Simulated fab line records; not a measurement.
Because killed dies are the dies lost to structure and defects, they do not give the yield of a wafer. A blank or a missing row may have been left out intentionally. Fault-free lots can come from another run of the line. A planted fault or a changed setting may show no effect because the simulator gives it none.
fab line records	flow nand-harc
record: lots: 24	wafers: 72	last-day: 25
route steps=1159 shown A_BLC@983 A_M0@1007 A_M1@1040
lots with no fault: from the same line, run without faults
start-h: hours from the record's first day to the start of the lot's first wafer shown	wait-h: how many hours have passed since the lot's step before this one	" identical to the entry in the row above	L1.1+2: a row that stands for several wafers	- value missing, or start not given	* or withheld: withheld	< > ~ a bound
route shown NAME@n: NAME is a module with steps in the file, n the number in the route of the first one	usual: mean and standard deviation over wafers with no fault	same: alike in all rows	chamber/n: place in a boat	sites: readings site by site	_std_site: standard deviation of those values	_edge_site: outer sites' mean less inner sites'	radius-mm: for every site, how far away it sits from the centre of the wafer	mask NAME#n: copy n	behind: the last tool/chamber to shape the wafer	hold: cause of the lot's hold/its duration in hours/its outcome	device: whichever transistor did not switch (one of n, p or np)	end of line: the tests these same wafers got at the end of their route	a step given without rows: its recipe and nothing more	killed: the dies lost at the first sort to structure and to defects; this is not the yield of the wafer	map: dies across one wafer; x = killed, . = not, _ = none there
set.NAME: the setting the step ran with; set.NAME@STEP: the setting that earlier step ran with	model.NAME: the simulator's own value behind a step, which no gauge read
the route's steps for a sample of lots (tables are steps, rows are wafers)
services: a tool's chamber out of use, with start hour (start-h, from the record's first day; less than 0 if before it), hours out, and reason
== steps ==
step: NHARC_A_BLC_STRIP_21
recipe: o2-flow-sccm: 500	ar-flow-sccm: 0	bias-w: 0	chemistry: O2
usual: drypump-motor-current-A: 5.87/0.29	oes-product-au: 1.002/0.01	rf-vpp-V: 57.7/0.87	showerhead-plenum-p-Torr: 3.55/0.15	throttle-valve-pct: 17.037/0.0087
lot.wafer	tool	chamber	start-h	wait-h	drypump-motor-current-A	oes-product-au	rf-hours-counter-h	rf-vpp-V	showerhead-plenum-p-Torr	throttle-valve-pct
L074.3	rie-diel-04	0	393.59	0.1	6.29	1.015	35	58.3	3.63	17.038
L074.2	"	2	"	"	5.99	1.001	37	55.2	3.49	17.021
L074.5	"	0	"	"	6.28	1.017	-	58.5	3.63	17.042
L075.4	rie-diel-01	1	400.18	0.1	6.13	0.995	8	57.9	3.73	17.025
L075.2	"	3	"	"	5.43	0.995	8	58.4	3.72	17.031
L075.3	"	0	"	"	5.90	1.018	8	57.1	3.47	17.041
L077.1	rie-diel-13	1	402.48	0.1	6.01	0.999	14	57.0	3.36	17.036
L077.4	"	0	"	"	5.83	0.994	13	59.7	3.72	17.032
L077.6	"	1	"	"	6.02	0.991	-	56.5	3.36	17.034
L076.4	rie-diel-13	1	403.14	0.1	6.00	1.006	14	57.5	3.36	17.027
L076.5	"	1	"	"	6.03	1.008	-	57.6	3.36	17.038
L076.6	"	2	"	"	6.08	0.997	-	56.4	3.65	17.027
L078.2	rie-diel-04	0	412.48	0.1	6.31	1.000	42	56.9	3.62	17.037
L078.3	"	3	"	"	5.94	0.999	46	57.4	3.56	17.036
L078.6	"	1	"	"	5.85	1.017	-	57.6	3.30	17.038
L079.3	rie-diel-04	1	420.67	0.1	5.84	1.015	43	57.0	3.30	17.027
L079.1	"	3	"	"	5.88	1.002	48	57.2	3.56	17.029
L079.6	"	1	"	"	5.86	1.016	-	57.3	3.30	17.035
L081.2	rie-diel-13	1	429.23	0.1	6.04	0.995	17	56.7	3.36	17.046
L081.5	"	1	"	"	6.02	1.007	-	59.1	3.36	17.046
L081.4	"	0	"	"	5.82	1.009	-	57.8	3.72	17.017
L082.3	rie-diel-01	1	433.42	0.1	6.14	0.994	12	57.2	3.73	17.040
L082.5	"	3	"	"	5.46	1.000	-	57.6	3.72	17.036
L082.6	"	0	"	"	5.92	1.014	-	57.9	3.46	17.042
L085.3	rie-diel-13	1	441.55	0.1	6.03	1.000	17	56.9	3.36	17.037
L085.2	"	3	"	"	5.61	0.999	16	57.4	3.60	17.042
L085.4	"	0	"	"	5.86	1.020	17	56.4	3.72	17.040
L083.1	rie-diel-01	2	447.15	0.1	5.14	0.985	13	56.0	3.34	17.039
L083.5	"	1	"	"	6.10	0.997	-	58.1	3.73	17.039
L083.6	"	2	"	"	5.16	0.982	-	57.5	3.34	17.034
L080.4	rie-diel-04	0	447.40	0.1	6.30	0.992	56	58.9	3.61	17.028
L080.2	"	1	"	"	5.86	1.007	52	58.0	3.30	17.043
L080.3	"	2	"	"	5.94	0.998	56	57.5	3.48	17.036
L084.4	rie-diel-13	2	452.80	0.1	6.08	0.989	16	57.3	3.65	17.038
L084.5	"	0	"	"	5.81	1.015	-	58.9	3.72	17.041
L084.6	"	1	"	"	6.02	0.994	-	57.0	3.36	17.038
L086.1	rie-diel-01	1	458.42	0.1	6.12	0.997	15	59.5	3.73	17.042
L086.4	"	2	"	"	5.16	0.985	15	57.1	3.34	17.039
L086.2	"	3	"	"	5.46	0.998	14	57.3	3.71	17.037
L087.4	rie-diel-01	1	463.37	0.1	6.14	0.998	15	58.5	3.73	17.032
L087.1	"	3	"	"	5.44	0.994	14	57.2	3.71	17.028
L087.5	"	1	"	"	6.13	0.999	-	57.6	3.73	17.047
L088.2	rie-diel-13	0	468.99	0.1	5.82	1.006	1	57.5	3.72	17.046
L088.4	"	1	"	"	5.99	0.983	1	58.0	3.36	17.039
L088.3	"	2	"	"	6.07	0.979	1	59.0	3.65	17.029
L089.3	rie-diel-01	2	473.73	0.1	5.15	0.991	16	58.0	3.34	17.043
L089.4	"	3	"	"	5.48	0.997	14	58.6	3.71	17.036
L089.5	"	0	"	"	5.92	1.025	-	57.1	3.46	17.037
L090.1	rie-diel-13	1	493.30	0.1	6.01	0.995	3	56.9	3.36	17.034
L090.6	"	0	"	"	5.84	1.001	-	59.1	3.72	17.019
L090.5	"	1	"	"	5.99	1.000	-	57.0	3.36	17.044
L091.3	rie-diel-13	2	493.68	0.1	6.09	0.994	3	58.3	3.65	17.018
L091.1	"	3	"	"	5.62	1.003	3	58.7	3.60	17.051
L091.4	"	0	"	"	5.84	1.009	3	57.3	3.72	17.046
L093.1	rie-diel-04	0	502.44	0.1	6.29	0.996	11	57.0	3.60	17.046
L093.4	"	2	"	"	5.97	0.988	10	57.9	3.48	17.034
L093.6	"	0	"	"	6.31	0.994	-	57.8	3.60	17.057
L092.2	rie-diel-01	2	502.64	0.1	5.15	1.006	0	56.3	3.34	17.039
L092.1	"	3	"	"	5.45	0.991	0	58.1	3.71	17.039
L092.5	"	1	"	"	6.09	0.999	-	60.2	3.73	17.050
L094.2	rie-diel-04	3	506.28	0.1	5.91	1.016	11	55.4	3.55	17.038
L094.4	"	0	"	"	6.32	1.000	12	58.0	3.60	17.028
L094.3	"	1	"	"	5.86	1.023	10	56.6	3.29	17.022
L095.1	rie-diel-01	3	514.09	0.1	5.47	1.001	1	57.8	3.71	17.051
L095.2	"	0	"	"	5.89	1.010	2	58.1	3.46	17.046
L095.4	"	1	"	"	6.13	0.984	2	59.2	3.73	17.049
L097.3	rie-diel-13	3	525.02	0.1	5.59	1.014	7	59.2	3.60	17.028
L097.6	"	1	"	"	5.96	0.999	-	57.5	3.35	17.044
L097.5	"	2	"	"	6.05	1.001	-	58.3	3.65	17.033
L096.4	rie-diel-13	2	542.05	0.1	6.07	0.996	9	58.7	3.65	17.036
L096.1	"	3	"	"	5.61	1.006	9	56.8	3.59	17.024
L096.3	"	0	"	"	5.84	1.010	8	58.3	3.72	17.031
step: NHARC_A_M0_DESCUM_14
recipe: time-s: 3	o2-flow-sccm: 200	ar-flow-sccm: 0	bias-power-w: 0	chemistry: O2
usual: drypump-motor-current-A: 5.6/0.45	oes-product-au: 0.995/0.0098	rf-vpp-V: 57.5/0.83	showerhead-plenum-p-Torr: 1.86/0.067	throttle-valve-pct: 11.311/0.0093
lot.wafer	tool	chamber	start-h	wait-h	drypump-motor-current-A	oes-product-au	rf-hours-counter-h	rf-vpp-V	showerhead-plenum-p-Torr	throttle-valve-pct
L074.3	rie-diel-12	1	400.39	0.1	5.6	0.988	0.4	57.7	1.78	11.308
L074.2	"	3	"	"	5.8	1.001	0.7	58.7	1.85	11.337
L074.5	"	0	"	"	5.8	0.989	-	55.6	1.83	11.301
L075.3	rie-diel-11	2	405.15	0.1	6.2	0.992	1.9	58.0	1.81	11.310
L075.4	"	3	"	"	5.6	1.002	2.2	58.5	1.94	11.299
L075.2	"	0	"	"	4.7	1.008	2.6	57.7	1.82	11.313
L077.1	rie-diel-03	2	405.78	0.1	6.4	0.990	0.5	58.0	1.78	11.301
L077.6	"	2	"	"	6.4	1.000	-	58.6	1.78	11.315
L077.4	"	3	"	"	5.0	0.996	-	56.4	1.82	11.311
L076.4	rie-diel-11	3	406.31	0.1	5.6	1.007	2.3	58.6	1.94	11.330
L076.5	"	3	"	"	5.6	1.003	-	56.6	1.94	11.312
L076.6	"	0	"	"	4.7	1.005	-	57.2	1.82	11.315
L078.2	rie-diel-11	0	417.84	0.1	4.7	1.006	3.3	57.0	1.82	11.313
L078.3	"	1	"	"	5.0	0.987	3.1	57.4	2.04	11.317
L078.6	"	0	"	"	4.7	1.005	-	56.7	1.82	11.317
L079.3	rie-diel-11	2	425.37	0.1	6.2	1.004	3.7	58.3	1.81	11.320
L079.1	"	1	"	"	5.0	1.002	4.0	56.5	2.04	11.305
L079.6	"	1	"	"	5.0	1.007	-	57.8	2.04	11.327
L081.4	rie-diel-03	0	432.96	0.1	5.9	0.993	2.6	57.2	1.89	11.309
L081.2	"	2	"	"	6.4	1.002	2.7	56.7	1.78	11.294
L081.5	"	0	"	"	5.9	0.990	-	57.1	1.89	11.308
L082.3	rie-diel-12	1	436.58	0.1	5.7	0.995	2.6	58.8	1.78	11.313
L082.6	"	3	"	"	5.8	0.993	-	58.7	1.85	11.283
L082.5	"	0	"	"	5.7	0.989	-	58.1	1.83	11.302
L085.4	rie-diel-12	2	445.83	0.1	5.6	1.003	4.5	57.6	1.92	11.324
L085.3	"	3	"	"	5.8	0.979	4.9	56.6	1.85	11.327
L085.2	"	1	"	"	5.7	0.990	2.9	58.6	1.78	11.305
L083.1	rie-diel-03	1	452.37	0.1	5.5	0.993	4.0	57.1	1.94	11.297
L083.6	"	0	"	"	5.9	0.988	-	56.9	1.89	11.311
L083.5	"	1	"	"	5.5	0.995	-	57.6	1.94	11.314
L080.3	rie-diel-12	1	452.39	0.1	5.7	0.986	3.0	57.0	1.78	11.296
L080.2	"	3	"	"	5.8	0.990	5.0	58.8	1.85	11.315
L080.4	"	0	"	"	5.8	0.987	4.2	58.3	1.83	11.316
L084.4	rie-diel-03	3	455.69	0.1	5.0	1.003	4.4	56.8	1.82	11.314
L084.6	"	2	"	"	6.4	0.996	-	56.8	1.78	11.303
L084.5	"	3	"	"	5.0	0.996	-	57.4	1.82	11.301
L086.1	rie-diel-03	3	462.89	0.1	5.0	0.995	5.3	58.4	1.82	11.305
L086.2	"	0	"	"	5.9	0.971	5.1	57.0	1.89	11.317
L086.4	"	1	"	"	5.5	0.999	5.1	57.7	1.94	11.305
L087.4	rie-diel-12	0	466.14	0.1	5.7	0.997	5.4	55.7	1.83	11.297
L087.1	"	1	"	"	5.6	0.987	4.2	57.3	1.78	11.306
L087.5	"	3	"	"	5.8	0.984	-	58.1	1.85	11.311
L088.2	rie-diel-03	2	474.02	0.1	6.4	0.986	6.0	58.1	1.78	11.314
L088.3	"	3	"	"	5.0	1.009	6.5	57.4	1.82	11.308
L088.4	"	1	"	"	5.5	1.003	6.6	57.2	1.94	11.300
L089.3	rie-diel-11	3	491.54	0.1	5.7	1.005	8.7	57.8	1.94	11.308
L089.4	"	0	"	"	4.7	1.010	9.7	56.4	1.81	11.314
L089.5	"	2	"	"	6.2	0.992	-	57.7	1.81	11.316
L090.1	rie-diel-03	2	497.59	0.1	6.4	0.994	7.8	58.1	1.78	11.330
L090.5	"	3	"	"	5.0	1.009	-	57.1	1.82	11.309
L090.6	"	0	"	"	5.9	1.002	-	58.3	1.89	11.313
L091.3	rie-diel-12	2	497.77	0.1	5.6	0.994	8.4	58.0	1.91	11.307
L091.1	"	3	"	"	5.8	0.982	8.4	57.3	1.85	11.302
L091.4	"	1	"	"	5.6	0.984	7.0	57.8	1.78	11.298
L093.1	rie-diel-12	2	507.07	0.1	5.7	0.992	8.7	57.2	1.91	11.288
L093.4	"	3	"	"	5.8	0.977	8.6	57.9	1.85	11.300
L093.6	"	3	"	"	5.8	0.982	-	57.4	1.85	11.315
L092.2	rie-diel-03	2	507.50	0.1	6.4	0.992	8.1	57.2	1.78	11.310
L092.1	"	0	"	"	5.9	0.990	8.4	57.1	1.89	11.311
L092.5	"	2	"	"	6.4	0.991	-	57.4	1.78	11.320
L094.4	rie-diel-12	1	513.71	0.1	5.6	0.988	7.8	55.7	1.78	11.314
L094.2	"	3	"	"	5.8	0.997	9.3	57.9	1.85	11.307
L094.3	"	0	"	"	5.8	1.003	8.5	56.9	1.83	11.322
L095.2	rie-diel-12	0	518.31	0.1	5.7	0.985	9.1	56.9	1.83	11.298
L095.1	"	2	"	"	5.7	1.006	9.8	57.7	1.91	11.326
L095.4	"	2	"	"	5.6	0.999	-	58.2	1.91	11.308
L097.3	rie-diel-03	3	532.43	0.1	5.0	1.002	10.7	57.0	1.82	11.317
L097.5	"	2	"	"	6.4	0.979	-	56.8	1.78	11.320
L097.6	"	3	"	"	5.0	1.010	-	56.6	1.82	11.318
L096.1	rie-diel-03	0	544.94	0.1	5.9	0.980	10.7	58.2	1.88	11.311
L096.3	"	2	"	"	6.4	0.979	10.0	58.3	1.78	11.303
L096.4	"	3	"	"	5.0	0.998	11.1	58.3	1.82	11.322
step: NHARC_A_M0_ANNEAL_30
recipe: temp-c: 225	time-s: 90
usual: wafer_temp_C_max: 226.08/0.27
lot.wafer	tool	chamber	start-h	wait-h	wafer_temp_C_max
L074.2	rtp-anneal-02	0	402.41	0.4	226.29
L074.3	"	0	"	"	226.43
L074.5	"	0	"	"	226.25
L075.2	rtp-anneal-01	0	406.92	0.4	226.24
L075.3	"	0	"	"	226.02
L075.4	"	0	"	"	225.92
L077.1	rtp-anneal-01	0	407.50	0.4	226.33
L077.4	"	0	"	"	226.71
L077.6	"	0	"	"	226.17
L076.4	rtp-anneal-01	0	408.16	0.3	225.76
L076.5	"	0	"	"	225.89
L076.6	"	0	"	"	226.33
L078.2	rtp-anneal-02	0	419.55	0.3	225.91
L078.3	"	0	"	"	225.73
L078.6	"	0	"	"	225.83
L079.1	rtp-anneal-01	0	427.13	0.3	226.14
L079.3	"	0	"	"	226.04
L079.6	"	0	"	"	225.91
L081.2	rtp-anneal-01	0	434.80	0.4	226.09
L081.4	"	0	"	"	226.36
L081.5	"	0	"	"	226.00
L082.3	rtp-anneal-02	0	438.50	0.5	226.12
L082.5	"	0	"	"	225.91
L082.6	"	0	"	"	225.78
L085.2	rtp-anneal-01	0	447.55	0.3	226.25
L085.3	"	0	"	"	226.93
L085.4	"	0	"	"	226.60
L083.1	rtp-anneal-01	0	454.10	0.3	226.25
L083.5	"	0	"	"	226.27
L083.6	"	0	"	"	226.15
L080.2	rtp-anneal-01	0	454.47	0.3	225.94
L080.3	"	0	"	"	225.97
L080.4	"	0	"	"	226.11
L084.4	rtp-anneal-01	0	457.55	0.4	226.31
L084.5	"	0	"	"	225.95
L084.6	"	0	"	"	226.06
L086.1	rtp-anneal-02	0	464.70	0.3	225.49
L086.2	"	0	"	"	225.85
L086.4	"	0	"	"	226.09
L087.1	rtp-anneal-01	0	467.78	-	226.10
L087.4	"	0	"	"	225.95
L087.5	"	0	"	"	226.14
L088.2	rtp-anneal-01	0	475.76	-	225.89
L088.3	"	0	"	"	225.90
L088.4	"	0	"	"	226.16
L089.3	rtp-anneal-02	0	493.28	-	226.06
L089.4	"	0	"	"	225.77
L089.5	"	0	"	"	225.96
L090.1	rtp-anneal-02	0	499.21	-	226.06
L090.5	"	0	"	"	225.85
L090.6	"	0	"	"	226.10
L091.1	rtp-anneal-01	0	499.52	-	226.03
L091.3	"	0	"	"	226.04
L091.4	"	0	"	"	225.92
L093.1	rtp-anneal-01	0	508.72	-	225.97
L093.4	"	0	"	"	226.08
L093.6	"	0	"	"	226.37
L092.1	rtp-anneal-01	0	509.22	-	226.41
L092.2	"	0	"	"	226.61
L092.5	"	0	"	"	226.63
L094.2	rtp-anneal-02	0	515.41	-	225.93
L094.3	"	0	"	"	226.05
L094.4	"	0	"	"	226.17
L095.1	rtp-anneal-02	0	520.02	0.3	226.57
L095.2	"	0	"	"	226.03
L095.4	"	0	"	"	225.90
L097.3	rtp-anneal-02	0	534.44	0.4	225.90
L097.5	"	0	"	"	225.99
L097.6	"	0	"	"	225.77
L096.1	rtp-anneal-02	0	546.62	0.3	225.72
L096.3	"	0	"	"	225.55
L096.4	"	0	"	"	226.07
step: NHARC_A_M1_ETCH_35
recipe: target-depth-a: 400	overetch-a: 120	time-s: 43.94	ion-energy-ev: 200	n2-flow-sccm: 150	h2-flow-sccm: 150	ar-flow-sccm: 0	rf-w: 400	bias-w: 150	chemistry: N2/H2
usual: drypump-motor-current-A: 5.6/0.4	oes-product-au: 1.005/0.013	rf-vpp-V: 431.7/2.2	showerhead-plenum-p-Torr: 2.09/0.079	throttle-valve-pct: 14.171/0.0094
lot.wafer	tool	chamber	start-h	wait-h	drypump-motor-current-A	oes-product-au	rf-hours-counter-h	rf-vpp-V	showerhead-plenum-p-Torr	throttle-valve-pct
L074.3	rie-diel-02	0	404.85	0.1	5.2	1.015	5	433.5	2.14	14.171
L074.2	"	1	"	"	6.1	1.001	4	432.9	2.09	14.169
L074.5	"	3	"	"	5.4	0.990	-	433.4	2.12	14.177
L075.3	rie-diel-09	0	409.24	0.1	5.3	1.026	3	434.3	2.18	14.182
L075.2	"	1	"	"	5.8	0.982	4	431.3	1.99	14.168
L075.4	"	3	"	"	5.0	0.992	4	433.1	2.09	14.181
L077.4	rie-diel-06	2	409.97	0.1	5.3	0.993	14	428.4	1.95	14.177
L077.1	"	3	"	"	5.5	1.000	12	433.0	2.14	14.154
L077.6	"	0	"	"	5.8	1.008	-	434.8	2.18	14.168
L076.4	rie-diel-09	3	410.48	0.1	5.0	0.993	4	431.6	2.09	14.166
L076.5	"	3	"	"	5.0	0.991	-	432.6	2.09	14.164
L076.6	"	0	"	"	5.3	1.020	-	433.8	2.18	14.181
L078.3	rie-diel-02	0	421.97	0.1	5.1	1.006	6	434.4	2.14	14.192
L078.2	"	2	"	"	6.0	1.022	4	427.9	1.93	14.192
L078.6	"	0	"	"	5.2	1.009	-	434.0	2.14	14.170
L079.1	rie-diel-06	0	429.74	0.1	5.8	1.004	0	434.7	2.18	14.179
L079.3	"	2	"	"	5.3	0.996	0	429.4	1.95	14.189
L079.6	"	1	"	"	6.4	1.012	-	431.7	2.09	14.166
L081.4	rie-diel-02	2	437.24	0.1	6.0	1.026	5	427.5	1.93	14.172
L081.2	"	3	"	"	5.4	1.002	6	432.5	2.12	14.168
L081.5	"	3	"	"	5.4	1.001	-	433.1	2.12	14.169
L082.3	rie-diel-09	2	440.89	0.1	5.4	0.999	0	432.5	2.14	14.169
L082.5	"	3	"	"	5.0	1.014	-	431.7	2.09	14.150
L082.6	"	0	"	"	5.4	1.014	-	432.6	2.18	14.172
L085.3	rie-diel-06	2	449.86	0.1	5.3	1.014	2	428.6	1.95	14.149
L085.4	"	3	"	"	5.4	1.010	1	434.0	2.14	14.159
L085.2	"	1	"	"	6.4	0.998	2	429.7	2.09	14.166
L083.1	rie-diel-02	0	456.47	0.1	5.2	1.032	8	433.3	2.14	14.183
L083.5	"	3	"	"	5.4	0.983	-	432.3	2.12	14.176
L083.6	"	0	"	"	5.2	1.034	-	433.8	2.14	14.176
L080.3	rie-diel-09	1	456.98	0.1	5.8	0.991	0	428.9	1.99	14.160
L080.2	"	0	"	"	5.3	1.028	0	433.4	2.18	14.167
L080.4	"	1	"	"	5.8	0.981	-	429.2	1.99	14.181
L084.4	rie-diel-02	3	459.77	0.1	5.4	0.996	8	434.2	2.12	14.181
L084.6	"	1	"	"	6.1	1.014	-	432.1	2.09	14.172
L084.5	"	2	"	"	6.0	1.029	-	427.8	1.93	14.162
L086.1	rie-diel-02	1	467.08	0.1	6.1	1.021	8	431.6	2.09	14.163
L086.2	"	3	"	"	5.4	0.993	8	433.7	2.12	14.189
L086.4	"	0	"	"	5.1	1.022	8	433.0	2.14	14.164
L087.4	rie-diel-06	3	470.43	0.1	5.4	1.002	3	432.8	2.14	14.159
L087.1	"	2	"	"	5.3	1.008	3	428.0	1.94	14.163
L087.5	"	3	"	"	5.4	1.001	-	432.2	2.14	14.172
L088.4	rie-diel-09	3	478.08	0.1	5.0	0.981	1	432.5	2.09	14.149
L088.2	"	0	"	"	5.4	0.999	1	432.1	2.18	14.172
L088.3	"	2	"	"	5.4	0.995	1	432.7	2.14	14.176
L089.4	rie-diel-02	2	495.69	0.1	6.0	1.018	9	428.1	1.93	14.169
L089.3	"	0	"	"	5.2	1.026	11	432.6	2.14	14.172
L089.5	"	3	"	"	5.4	0.998	-	432.5	2.12	14.181
L090.1	rie-diel-02	3	501.60	0.1	5.4	0.998	11	431.8	2.12	14.179
L090.5	"	3	"	"	5.4	0.991	-	434.3	2.12	14.162
L090.6	"	0	"	"	5.2	1.016	-	433.9	2.14	14.188
L091.4	rie-diel-06	0	502.01	0.1	5.8	1.000	5	433.5	2.17	14.166
L091.1	"	1	"	"	6.4	1.002	6	433.3	2.09	14.188
L091.3	"	3	"	"	5.4	0.989	4	432.1	2.14	14.170
L093.1	rie-diel-09	3	511.24	0.1	5.0	1.013	2	432.9	2.08	14.160
L093.4	"	3	"	"	5.0	1.002	-	432.5	2.08	14.169
L093.6	"	2	"	"	5.4	1.001	-	432.8	2.14	14.169
L092.1	rie-diel-09	1	511.75	0.1	5.8	0.980	2	428.3	1.99	14.183
L092.2	"	2	"	"	5.4	1.002	2	432.1	2.14	14.173
L092.5	"	2	"	"	5.3	1.000	-	433.5	2.14	14.178
L094.3	rie-diel-02	3	517.87	0.1	5.4	1.001	0	432.7	2.12	14.169
L094.2	"	0	"	"	5.2	1.019	0	433.3	2.14	14.177
L094.4	"	3	"	"	5.4	0.988	-	432.4	2.12	14.174
L095.1	rie-diel-09	1	522.57	0.1	5.8	0.975	2	430.1	1.99	14.170
L095.2	"	2	"	"	5.4	0.992	2	432.8	2.14	14.169
L095.4	"	3	"	"	5.0	1.008	2	432.9	2.09	14.162
L097.3	rie-diel-06	0	537.09	0.1	5.8	1.000	7	432.8	2.17	14.175
L097.6	"	0	"	"	5.8	1.008	-	433.3	2.17	14.174
L097.5	"	1	"	"	6.4	1.013	-	430.7	2.09	14.166
L096.3	rie-diel-06	1	549.11	0.1	6.4	1.025	9	430.9	2.09	14.155
L096.1	"	2	"	"	5.3	1.012	8	427.7	1.94	14.189
L096.4	"	3	"	"	5.4	1.001	7	432.7	2.14	14.172
step: NHARC_A_M1_DEGAS_29
recipe: temp-c: 250	time-s: 60
usual: heater-power-w: 329/36
lot.wafer	tool	chamber	start-h	wait-h	heater-power-w
L074.2	pvd-sputter-01	-	405.82	-	328
L074.3	"	-	"	"	339
L074.5	"	-	"	"	332
L075.4	pvd-sputter-01	-	410.64	-	336
L075.2	"	-	"	"	333
L075.3	"	-	"	"	337
L077.1	pvd-sputter-03	-	410.94	-	331
L077.4	"	-	"	"	236
L077.6	"	-	"	"	329
L076.4	pvd-sputter-02	-	411.42	-	315
L076.6	"	-	"	"	357
L076.5	"	-	"	"	326
L078.3	pvd-sputter-01	-	422.92	-	329
L078.2	"	-	"	"	328
L078.6	"	-	"	"	330
L079.3	pvd-sputter-03	-	430.69	-	335
L079.1	"	-	"	"	332
L079.6	"	-	"	"	327
L081.2	pvd-sputter-03	-	438.18	-	236
L081.4	"	-	"	"	278
L081.5	"	-	"	"	287
L082.3	pvd-sputter-03	-	441.88	-	333
L082.5	"	-	"	"	235
L082.6	"	-	"	"	278
L085.3	pvd-sputter-03	-	450.80	-	325
L085.4	"	-	"	"	234
L085.2	"	-	"	"	275
L083.1	pvd-sputter-01	-	457.44	-	336
L083.5	"	-	"	"	391
L083.6	"	-	"	"	340
L080.3	pvd-sputter-02	-	457.94	-	351
L080.2	"	-	"	"	337
L080.4	"	-	"	"	321
L084.4	pvd-sputter-02	-	460.68	-	330
L084.6	"	-	"	"	325
L084.5	"	-	"	"	305
L086.1	pvd-sputter-01	-	468.03	-	332
L086.2	"	-	"	"	404
L086.4	"	-	"	"	334
L087.4	pvd-sputter-03	-	471.43	-	262
L087.1	"	-	"	"	322
L087.5	"	-	"	"	290
L088.2	pvd-sputter-03	-	479.02	-	343
L088.3	"	-	"	"	264
L088.4	"	-	"	"	293
L089.3	pvd-sputter-01	-	496.64	-	328
L089.4	"	-	"	"	385
L089.5	"	-	"	"	333
L090.1	pvd-sputter-01	-	502.62	-	340
L090.5	"	-	"	"	391
L090.6	"	-	"	"	342
L091.4	pvd-sputter-01	-	502.96	-	340
L091.3	"	-	"	"	331
L091.1	"	-	"	"	403
L093.1	pvd-sputter-01	-	512.20	-	339
L093.4	"	-	"	"	328
L093.6	"	-	"	"	335
L092.2	pvd-sputter-01	-	512.73	-	332
L092.1	"	-	"	"	331
L092.5	"	-	"	"	400
L094.3	pvd-sputter-02	-	518.83	-	347
L094.2	"	-	"	"	320
L094.4	"	-	"	"	309
L095.1	pvd-sputter-03	-	523.50	-	325
L095.4	"	-	"	"	262
L095.2	"	-	"	"	290
L097.3	pvd-sputter-01	-	538.54	-	347
L097.5	"	-	"	"	331
L097.6	"	-	"	"	342
L096.1	pvd-sputter-01	-	550.10	-	330
L096.4	"	-	"	"	347
L096.3	"	-	"	"	319
step: NHARC_A_M1_ANNEAL_31
recipe: temp-c: 225	time-s: 90
usual: wafer_temp_C_max: 226.1/0.32
lot.wafer	tool	chamber	start-h	wait-h	wafer_temp_C_max
L074.2	rtp-anneal-01	0	406.61	0.4	226.5
L074.3	"	0	"	"	226.2
L074.5	"	0	"	"	226.2
L075.2	rtp-anneal-01	0	411.43	0.3	226.5
L075.3	"	0	"	"	226.8
L075.4	"	0	"	"	226.1
L077.1	rtp-anneal-01	0	411.70	-	226.0
L077.4	"	0	"	"	226.4
L077.6	"	0	"	"	226.3
L076.4	rtp-anneal-02	0	412.33	-	225.5
L076.5	"	0	"	"	225.9
L076.6	"	0	"	"	225.6
L078.2	rtp-anneal-01	0	423.71	-	226.5
L078.3	"	0	"	"	226.3
L078.6	"	0	"	"	225.9
L079.1	rtp-anneal-01	0	431.42	-	226.2
L079.3	"	0	"	"	226.4
L079.6	"	0	"	"	226.1
L081.2	rtp-anneal-02	0	438.96	-	225.4
L081.4	"	0	"	"	225.9
L081.5	"	0	"	"	225.8
L082.3	rtp-anneal-01	0	442.70	-	225.8
L082.5	"	0	"	"	225.8
L082.6	"	0	"	"	226.3
L085.2	rtp-anneal-01	0	451.73	-	225.9
L085.3	"	0	"	"	226.0
L085.4	"	0	"	"	226.3
L083.1	rtp-anneal-01	0	458.16	0.3	226.0
L083.5	"	0	"	"	225.8
L083.6	"	0	"	"	226.7
L080.2	rtp-anneal-01	0	458.73	0.4	226.9
L080.3	"	0	"	"	226.0
L080.4	"	0	"	"	226.1
L084.4	rtp-anneal-02	0	461.59	0.3	225.4
L084.5	"	0	"	"	225.6
L084.6	"	0	"	"	225.4
L086.1	rtp-anneal-01	0	468.75	-	226.5
L086.2	"	0	"	"	226.4
L086.4	"	0	"	"	226.5
L087.1	rtp-anneal-02	0	472.29	0.4	226.1
L087.4	"	0	"	"	225.8
L087.5	"	0	"	"	225.5
L088.2	rtp-anneal-02	0	479.83	0.4	225.9
L088.3	"	0	"	"	225.6
L088.4	"	0	"	"	225.9
L089.3	rtp-anneal-02	0	497.48	0.4	225.9
L089.4	"	0	"	"	226.0
L089.5	"	0	"	"	226.4
L090.1	rtp-anneal-02	0	503.35	-	226.1
L090.5	"	0	"	"	226.0
L090.6	"	0	"	"	226.2
L091.1	rtp-anneal-01	0	503.70	0.3	226.4
L091.3	"	0	"	"	226.7
L091.4	"	0	"	"	226.2
L093.1	rtp-anneal-01	0	512.96	0.3	226.0
L093.4	"	0	"	"	225.9
L093.6	"	0	"	"	226.6
L092.1	rtp-anneal-01	0	513.46	0.3	226.5
L092.2	"	0	"	"	226.1
L092.5	"	0	"	"	226.6
L094.2	rtp-anneal-02	0	519.63	0.4	225.7
L094.3	"	0	"	"	225.7
L094.4	"	0	"	"	225.7
L095.1	rtp-anneal-01	0	524.24	0.3	226.6
L095.2	"	0	"	"	226.2
L095.4	"	0	"	"	226.3
L097.3	rtp-anneal-02	0	539.38	-	226.1
L097.5	"	0	"	"	226.1
L097.6	"	0	"	"	226.1
L096.1	rtp-anneal-02	0	550.84	0.3	225.7
L096.3	"	0	"	"	225.7
L096.4	"	0	"	"	225.8
== services ==
tool	chamber	start-h	hours	kind
rie-diel-06	1	373.84	3.5	repair
rie-diel-12	0	377.04	5.5	repair
rie-diel-03	2	381.00	8.3	repair
rie-diel-12	-	381.29	9.0	pm
rie-diel-03	-	392.33	9.0	pm
pvd-sputter-01	-	399.50	2.3	repair
rie-diel-02	2	399.75	10.0	repair
rie-diel-03	0	402.85	3.0	repair
rie-diel-09	1	413.69	5.7	repair
rie-diel-13	2	415.22	14.8	repair
rie-diel-09	-	431.10	9.0	pm
rie-diel-13	-	453.00	9.0	pm
rie-diel-09	3	455.31	9.3	repair
pvd-sputter-03	-	458.03	10.0	pm
rie-diel-09	1	468.50	5.8	repair
rie-diel-01	-	491.89	9.0	pm
rie-diel-09	0	499.01	12.9	repair
rie-diel-02	-	504.70	9.0	pm
pvd-sputter-01	-	506.87	1.2	repair
pvd-sputter-01	-	514.01	10.0	pm
rie-diel-12	1	516.28	3.6	repair
rtp-anneal-02	-	523.08	2.3	repair
rie-diel-09	3	543.36	16.7	repair
rie-diel-03	3	549.26	6.3	repair
== key ==
fault none
